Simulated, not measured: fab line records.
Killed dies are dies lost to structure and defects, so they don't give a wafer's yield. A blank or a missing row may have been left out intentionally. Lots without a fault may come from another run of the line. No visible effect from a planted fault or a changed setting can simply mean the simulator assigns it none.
Which tool is to blame? -- flow n5 finfet -- 72 wafers from 24 lots sampled at 6 of the route's 1938 steps

== WHAT EACH GAUGE READ, for each wafer ==
N5_BEOL_M4_INSPECT_13: inspects for defects (brightfield).
lot,measured,on,raw defect count
L074,day 7 11:17,defect inspect-01,600 418 404
L075,day 8 06:14,defect inspect-01,613 569 556
L077,day 8 14:07,defect inspect-01,480 342 460
L076,day 8 14:17,defect inspect-01,517 504 483
L078,day 8 14:44,defect inspect-01,429 438 415
L079,day 8 17:24,defect inspect-01,537 526 514
L081,day 8 20:38,defect inspect-01,568 693 548
L080,day 9 03:11,defect inspect-02,441 556 543
L082,day 9 14:35,defect inspect-02,483 477 483
L083,day 9 19:10,defect inspect-01,480 505 615
L084,day 10 09:40,defect inspect-01,413 513 399
L085,day 10 09:58,defect inspect-02,355 255 330
L086,day 10 11:50,defect inspect-02,317 611 592
L088,day 10 19:44,defect inspect-01,360 305 416
L087,day 11 05:46,defect inspect-01,350 420 405
L089,day 11 14:03,defect inspect-01,446 355 520
L090,day 11 21:50,defect inspect-02,432 443 342
L091,day 11 22:33,defect inspect-01,367 489 269
L092,day 12 03:35,defect inspect-01,427 388 446
L093,day 12 04:05,defect inspect-02,383 275 432
L094,day 12 17:10,defect inspect-01,607 347 555
L095,day 12 20:16,defect inspect-01,509 563 563
L096,day 13 05:43,defect inspect-02,312 454 376
L097,day 13 07:12,defect inspect-02,339 339 436

== WHAT TOOL EACH LOT RAN ON (gives the tool, then ch and the chambers of the sampled wafers, and finally the start) ==
lot,N5_BEOL_M3_ETCH_41,N5_BEOL_M3_SPUTTER_88,N5_BEOL_M3_SPUTTER_92,N5_BEOL_M3_ANNEAL_93,N5_BEOL_M3_ANNEAL_51
L074,"rie diel-01 ch 0,1,3, day 7 08:04 or earlier","pvd sputter-01, day 7 08:04","pvd sputter-01, day 7 08:31","pvd sputter-01, day 7 08:35","rtp anneal-01 ch 0, day 7 09:08"
L075,"rie diel-05 ch 0,1, day 8 01:03 or earlier","pvd sputter-01, day 8 01:03","pvd sputter-01, day 8 01:29","pvd sputter-01, day 8 01:34","rtp anneal-02 ch 0, day 8 02:22"
L077,"rie diel-01 ch 0,1,3, day 8 09:40 or earlier","pvd sputter-01, day 8 09:40","pvd sputter-01, day 8 10:07","pvd sputter-01, day 8 10:11","rtp anneal-01 ch 0, day 8 10:47"
L076,"rie diel-05 ch 0,1,2, day 8 10:09 or earlier","pvd sputter-02, day 8 10:09","pvd sputter-02, day 8 10:35","pvd sputter-02, day 8 10:40","rtp anneal-02 ch 0, day 8 11:29"
L078,"rie diel-01 ch 0,3, day 8 12:04 or earlier","pvd sputter-01, day 8 12:04","pvd sputter-01, day 8 12:31","pvd sputter-01, day 8 12:35","rtp anneal-01 ch 0, day 8 13:09"
L079,"rie diel-05 ch 0,2,3, day 8 12:32 or earlier","pvd sputter-02, day 8 12:32","pvd sputter-02, day 8 12:59","pvd sputter-02, day 8 13:04","rtp anneal-02 ch 0, day 8 13:54"
L081,"rie diel-03 ch 0,1, day 8 15:57 or earlier","pvd sputter-01, day 8 15:57","pvd sputter-01, day 8 16:23","pvd sputter-01, day 8 16:28","rtp anneal-02 ch 0, day 8 17:08"
L080,"rie diel-03 ch 0,1,3, day 8 22:16 or earlier","pvd sputter-01, day 8 22:16","pvd sputter-01, day 8 22:43","pvd sputter-01, day 8 22:47","rtp anneal-02 ch 0, day 8 23:26"
L082,"rie diel-01 ch 0,2,3, day 9 11:23 or earlier","pvd sputter-01, day 9 11:23","pvd sputter-01, day 9 11:49","pvd sputter-01, day 9 11:54","rtp anneal-01 ch 0, day 9 12:33"
L083,"rie diel-03 ch 0,1,2, day 9 16:01 or earlier","pvd sputter-02, day 9 16:01","pvd sputter-02, day 9 16:27","pvd sputter-02, day 9 16:32","rtp anneal-01 ch 0, day 9 17:08"
L084,"rie diel-03 ch 1,2,3, day 10 02:37 or earlier","pvd sputter-03, day 10 02:37","pvd sputter-03, day 10 03:04","pvd sputter-03, day 10 03:08","rtp anneal-02 ch 0, day 10 03:45"
L085,"rie diel-05 ch 0,1,3, day 10 06:05 or earlier","pvd sputter-01, day 10 06:05","pvd sputter-01, day 10 06:32","pvd sputter-01, day 10 06:37","rtp anneal-02 ch 0, day 10 07:10"
L086,"rie diel-01 ch 0,2,3, day 10 08:19 or earlier","pvd sputter-03, day 10 08:19","pvd sputter-03, day 10 08:46","pvd sputter-03, day 10 08:50","rtp anneal-01 ch 0, day 10 09:27"
L088,"rie diel-03 ch 1,2,3, day 10 16:37 or earlier","pvd sputter-01, day 10 16:37","pvd sputter-01, day 10 17:04","pvd sputter-01, day 10 17:08","rtp anneal-02 ch 0, day 10 18:04"
L087,"rie diel-05 ch 0,2,3, day 11 01:37 or earlier","pvd sputter-03, day 11 01:37","pvd sputter-03, day 11 02:03","pvd sputter-03, day 11 02:08","rtp anneal-02 ch 0, day 11 02:41"
L089,"rie diel-03 ch 1,2, day 11 10:44 or earlier","pvd sputter-02, day 11 10:44","pvd sputter-02, day 11 11:10","pvd sputter-02, day 11 11:15","rtp anneal-01 ch 0, day 11 11:49"
L090,"rie diel-05 ch 2,3, day 11 17:02 or earlier","pvd sputter-01, day 11 17:02","pvd sputter-01, day 11 17:29","pvd sputter-01, day 11 17:34","rtp anneal-02 ch 0, day 11 20:20"
L091,"rie diel-01 ch 0,1, day 11 18:34 or earlier","pvd sputter-03, day 11 18:34","pvd sputter-03, day 11 19:01","pvd sputter-03, day 11 19:05","rtp anneal-01 ch 0, day 11 20:59"
L092,"rie diel-03 ch 0,1,3, day 12 00:25 or earlier","pvd sputter-02, day 12 00:25","pvd sputter-02, day 12 00:51","pvd sputter-02, day 12 00:56","rtp anneal-02 ch 0, day 12 01:29"
L093,"rie diel-03 ch 0,3, day 12 00:51 or earlier","pvd sputter-01, day 12 00:51","pvd sputter-01, day 12 01:17","pvd sputter-01, day 12 01:22","rtp anneal-01 ch 0, day 12 01:59"
L094,"rie diel-05 ch 1,3, day 12 10:13 or earlier","pvd sputter-03, day 12 10:13","pvd sputter-03, day 12 10:40","pvd sputter-03, day 12 10:44","rtp anneal-02 ch 0, day 12 11:18"
L095,"rie diel-03 ch 0,3, day 12 15:25 or earlier","pvd sputter-02, day 12 15:25","pvd sputter-02, day 12 15:52","pvd sputter-02, day 12 15:56","rtp anneal-01 ch 0, day 12 16:32"
L096,"rie diel-03 ch 1,3, day 13 02:13 or earlier","pvd sputter-03, day 13 02:13","pvd sputter-03, day 13 02:39","pvd sputter-03, day 13 02:44","rtp anneal-02 ch 0, day 13 03:20"
L097,"rie diel-05 ch 0,1, day 13 03:53 or earlier","pvd sputter-02, day 13 03:53","pvd sputter-02, day 13 04:20","pvd sputter-02, day 13 04:25","rtp anneal-01 ch 0, day 13 05:13"
- N5_BEOL_M3_ETCH_41: etches SiCN in CH3F/O2, target depth 29.9 nm, time 52.5 s.
- N5_BEOL_M3_SPUTTER_88: material Cu, target thk 4.5 nm, time 8.29 s.
- N5_BEOL_M3_SPUTTER_92: material Cu, target thk 4.5 nm, time 8.29 s.
- N5_BEOL_M3_ANNEAL_93: time 240 s.
- N5_BEOL_M3_ANNEAL_51: time 90 s.

== WHAT THE TOOLS THEMSELVES READ (means of the sampled wafers that have a number; where no wafer has one, the mark that the record gives instead) ==
N5_BEOL_M3_ETCH_41.
lot,tool,drypump motor current A (A),oes product au (a.u.),rf vpp V (V),showerhead plenum p Torr (Torr),throttle valve pct (%)
L074,rie diel-01,6.0,0.72,296.6,1.94,16.35
L075,rie diel-05,6.1,0.80,296.3,1.97,16.25
L077,rie diel-01,6.0,0.72,295.4,1.94,16.36
L076,rie diel-05,5.8,0.82,297.5,2.00,16.08
L078,rie diel-01,6.2,0.74,296.1,1.95,16.31
L079,rie diel-05,5.9,0.88,297.3,2.00,16.13
L081,rie diel-03,5.9,0.76,297.2,1.98,16.54
L080,rie diel-03,5.9,0.83,297.7,1.96,16.23
L082,rie diel-01,6.0,0.78,296.7,1.96,16.28
L083,rie diel-03,5.5,0.77,297.5,1.98,16.51
L084,rie diel-03,5.4,0.85,297.1,1.96,16.22
L085,rie diel-05,5.8,0.83,297.1,2.00,16.22
L086,rie diel-01,6.0,0.78,296.6,1.96,16.29
L088,rie diel-03,5.4,0.83,296.5,1.96,16.23
L087,rie diel-05,5.9,0.85,296.6,1.99,16.16
L089,rie diel-03,5.0,0.77,297.5,1.97,16.51
L090,rie diel-05,5.6,0.90,298.4,2.03,16.12
L091,rie diel-01,5.9,0.81,298.7,2.04,16.29
L092,rie diel-03,5.9,0.91,296.3,1.96,16.11
L093,rie diel-03,6.5,0.93,296.1,1.97,16.04
L094,rie diel-05,5.5,0.87,297.8,2.04,16.20
L095,rie diel-03,6.5,0.92,296.0,1.97,16.04
L096,rie diel-03,5.8,0.87,296.6,1.94,15.99
L097,rie diel-05,6.1,0.76,296.1,1.96,16.32

N5_BEOL_M3_SPUTTER_88.
lot,tool,susceptor temp C (C),throttle valve pct (%)
L074,pvd sputter-01,-19.99,30.7
L075,pvd sputter-01,-20.03,30.2
L077,pvd sputter-01,-20.04,31.3
L076,pvd sputter-02,-19.97,30.2
L078,pvd sputter-01,-19.93,28.8
L079,pvd sputter-02,-19.97,30.1
L081,pvd sputter-01,-19.88,31.2
L080,pvd sputter-01,-19.98,29.6
L082,pvd sputter-01,-20.15,30.4
L083,pvd sputter-02,-19.99,29.7
L084,pvd sputter-03,-19.87,29.2
L085,pvd sputter-01,-19.94,31.3
L086,pvd sputter-03,-19.98,29.7
L088,pvd sputter-01,-19.97,29.5
L087,pvd sputter-03,-19.96,28.9
L089,pvd sputter-02,-19.98,30.0
L090,pvd sputter-01,-20.03,30.2
L091,pvd sputter-03,-19.85,29.8
L092,pvd sputter-02,-19.94,29.8
L093,pvd sputter-01,-19.98,29.0
L094,pvd sputter-03,-19.97,28.9
L095,pvd sputter-02,-19.98,29.8
L096,pvd sputter-03,-20.14,29.4
L097,pvd sputter-02,-20.01,30.1

N5_BEOL_M3_SPUTTER_92.
lot,tool,susceptor temp C (C),throttle valve pct (%)
L074,pvd sputter-01,-19.91,30.7
L075,pvd sputter-01,-20.06,30.3
L077,pvd sputter-01,-20.09,31.5
L076,pvd sputter-02,-19.89,30.3
L078,pvd sputter-01,-20.02,29.0
L079,pvd sputter-02,-20.00,30.2
L081,pvd sputter-01,-20.10,31.1
L080,pvd sputter-01,-19.98,29.6
L082,pvd sputter-01,-20.04,30.2
L083,pvd sputter-02,-19.93,29.8
L084,pvd sputter-03,-19.96,29.1
L085,pvd sputter-01,-19.93,31.2
L086,pvd sputter-03,-20.10,29.7
L088,pvd sputter-01,-20.01,29.5
L087,pvd sputter-03,-20.07,28.9
L089,pvd sputter-02,-20.01,29.9
L090,pvd sputter-01,-19.98,30.2
L091,pvd sputter-03,-20.06,29.8
L092,pvd sputter-02,-20.02,29.8
L093,pvd sputter-01,-20.00,29.0
L094,pvd sputter-03,-20.04,28.9
L095,pvd sputter-02,-20.01,29.8
L096,pvd sputter-03,-19.97,29.2
L097,pvd sputter-02,-20.01,30.0

N5_BEOL_M3_ANNEAL_93.
lot,tool,heater power w (W),susceptor temp C (C)
L074,pvd sputter-01,866,399.89
L075,pvd sputter-01,876,399.99
L077,pvd sputter-01,857,400.14
L076,pvd sputter-02,754,400.19
L078,pvd sputter-01,876,399.88
L079,pvd sputter-02,752,400.05
L081,pvd sputter-01,874,399.90
L080,pvd sputter-01,862,400.18
L082,pvd sputter-01,867,399.87
L083,pvd sputter-02,791,399.89
L084,pvd sputter-03,760,400.21
L085,pvd sputter-01,870,400.27
L086,pvd sputter-03,834,400.32
L088,pvd sputter-01,863,400.23
L087,pvd sputter-03,762,400.14
L089,pvd sputter-02,735,399.96
L090,pvd sputter-01,882,400.11
L091,pvd sputter-03,842,400.24
L092,pvd sputter-02,787,400.00
L093,pvd sputter-01,888,399.80
L094,pvd sputter-03,787,400.16
L095,pvd sputter-02,722,399.65
L096,pvd sputter-03,868,400.05
L097,pvd sputter-02,747,400.21

N5_BEOL_M3_ANNEAL_51.
lot,tool,wafer_temp_C_max
L074,rtp anneal-01,226.43
L075,rtp anneal-02,226.19
L077,rtp anneal-01,226.46
L076,rtp anneal-02,226.65
L078,rtp anneal-01,226.07
L079,rtp anneal-02,226.30
L081,rtp anneal-02,226.52
L080,rtp anneal-02,226.04
L082,rtp anneal-01,226.38
L083,rtp anneal-01,226.29
L084,rtp anneal-02,226.44
L085,rtp anneal-02,226.59
L086,rtp anneal-01,226.42
L088,rtp anneal-02,226.26
L087,rtp anneal-02,226.26
L089,rtp anneal-01,226.35
L090,rtp anneal-02,226.44
L091,rtp anneal-01,226.61
L092,rtp anneal-02,226.68
L093,rtp anneal-01,226.36
L094,rtp anneal-02,226.81
L095,rtp anneal-01,226.62
L096,rtp anneal-02,226.39
L097,rtp anneal-01,226.41

== THE ANSWER, worked out from the rows above alone ==
Rule: the usual values come from the lots themselves. Put in order of their means at a reading, lots are off if they are a third of the lots or fewer, leave a main group of 4 or more, and stand apart from it by a gap of 3 or more times the standard deviation of the main group's means; of several such gaps the widest counts. If all means in a main group match to the digits the tables above print for the reading, that group is not used. A lot without any number at a reading at which 4 lots or more have one is off too. Any other lot the step has rows for is counted as sound. Order of review: gauges by route order, followed by the tools' own readings, for which a lot's mean as printed above is used. At the first step where some lot is off, the reading lying furthest off is the one used; lots without a number count as furthest.
None of the lots is off at any reading shown; this tells nothing.

== WHAT THE SIMULATOR HAD PUT IN ==
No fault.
